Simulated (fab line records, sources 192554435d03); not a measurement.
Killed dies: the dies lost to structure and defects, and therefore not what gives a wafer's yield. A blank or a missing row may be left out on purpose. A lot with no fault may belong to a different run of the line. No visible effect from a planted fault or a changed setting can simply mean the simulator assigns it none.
Matching of chambers + flow n5Finfet + N5_BEOL_M9_VIA_ETCH_34 on rieDiel-04 has 4 sister chambers
The step etches SiCOH lowk in C4F6/O2, target depth 182.4 nm, time 68.4 s. 24 wafers are shown with their chamber, then 12 later ones without.

== WAFERS WITH THEIR CHAMBER ==
| wafer  | chamber | showerheadPlenumPTorr (Torr) | drypumpMotorCurrentA (A) | throttleValvePct (%) |
|--------|---------|------------------------------|--------------------------|----------------------|
| L077.1 | 2       | 2.80                         | 5.7                      | 20.81                |
| L077.2 | 3       | 2.80                         | 5.8                      | 21.10                |
| L077.5 | 2       | 2.80                         | 5.7                      | 20.80                |
| L078.2 | 3       | 2.80                         | 5.8                      | 21.09                |
| L078.4 | 1       | 2.95                         | 6.1                      | 20.78                |
| L078.6 | 1       | 2.95                         | 6.1                      | 20.79                |
| L079.3 | 1       | 2.95                         | 6.1                      | 20.78                |
| L079.4 | 0       | 2.81                         | 5.6                      | 21.21                |
| L079.6 | 2       | 2.80                         | 5.7                      | 20.82                |
| L081.2 | 0       | 2.81                         | 5.6                      | 21.23                |
| L081.3 | 3       | 2.80                         | 5.9                      | 21.10                |
| L081.4 | 0       | 2.81                         | 5.6                      | 21.24                |
| L083.1 | 2       | 2.80                         | 5.7                      | 20.81                |
| L083.2 | 3       | 2.80                         | 5.8                      | 21.09                |
| L083.3 | 1       | 2.95                         | 6.1                      | 20.82                |
| L084.2 | 3       | 2.80                         | 5.8                      | 21.10                |
| L084.4 | 2       | 2.80                         | 5.7                      | 20.83                |
| L084.5 | 2       | 2.80                         | 5.7                      | 20.84                |
| L085.1 | 3       | 2.80                         | 5.8                      | 21.10                |
| L085.3 | 2       | 2.80                         | 5.7                      | 20.84                |
| L085.5 | 1       | 2.94                         | 6.1                      | 20.82                |
| L089.1 | 0       | 2.80                         | 5.6                      | 21.26                |
| L089.5 | 2       | 2.79                         | 5.7                      | 20.83                |
| L089.6 | 1       | 2.94                         | 6.1                      | 20.81                |

SIGNATURES (means of the wafers above)
| reading               | chamber 0 | chamber 1 | chamber 2 | chamber 3 | scatter within a chamber |
|-----------------------|-----------|-----------|-----------|-----------|--------------------------|
| showerheadPlenumPTorr | 2.8075    | 2.9467    | 2.7988    | 2.8000    | 0.00385                  |
| drypumpMotorCurrentA  | 5.600     | 6.100     | 5.700     | 5.817     | 0.0204                   |
| throttleValvePct      | 21.2350   | 20.8000   | 20.8225   | 21.0967   | 0.0155                   |
Rule: a wafer lies at a distance from a chamber equal to the root of the sum of squares, over the readings, of (its reading less the chamber's mean, divided by the reading's scatter). If the next closest chamber is less than 2 further off than the closest, the wafer can't be placed; otherwise it belongs to the closest. The scatter: take each reading less its chamber's mean, square it, sum over the shown wafers, divide by the number of wafers less the number of chambers, and take the root.

== WAFERS WITH NO CHAMBER GIVEN ==
| wafer  | showerheadPlenumPTorr (Torr) | drypumpMotorCurrentA (A) | throttleValvePct (%) |
|--------|------------------------------|--------------------------|----------------------|
| L088.1 | 2.79                         | 5.7                      | 20.87                |
| L088.4 | 2.80                         | 5.6                      | 21.27                |
| L088.6 | 2.79                         | 5.7                      | 20.85                |
| L091.2 | 2.79                         | 5.7                      | 20.85                |
| L091.5 | 2.93                         | 6.1                      | 20.84                |
| L091.6 | 2.80                         | 5.8                      | 20.75                |
| L092.1 | 2.93                         | 6.1                      | 20.84                |
| L092.2 | 2.79                         | 5.8                      | 20.74                |
| L092.4 | 2.93                         | 6.1                      | 20.86                |
| L097.1 | 2.78                         | 5.7                      | 20.86                |
| L097.3 | 2.79                         | 5.8                      | 20.75                |
| L097.5 | 2.78                         | 5.7                      | 20.86                |

== WHICH CHAMBER EACH WENT THROUGH ==
| wafer  | from the rows above | in truth                   |
|--------|---------------------|----------------------------|
| L088.1 | 2                   | 2                          |
| L088.4 | 0                   | 0                          |
| L088.6 | 2                   | 2                          |
| L091.2 | 2                   | 2                          |
| L091.5 | 1                   | 1                          |
| L091.6 | 2                   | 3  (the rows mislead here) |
| L092.1 | 1                   | 1                          |
| L092.2 | 2                   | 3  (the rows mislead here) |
| L092.4 | 1                   | 1                          |
| L097.1 | 2                   | 2                          |
| L097.3 | 2                   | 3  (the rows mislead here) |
| L097.5 | 2                   | 2                          |
Correct placement for 9 of the 12. Number that these rows cannot place: 0. Placed wrongly: 3.
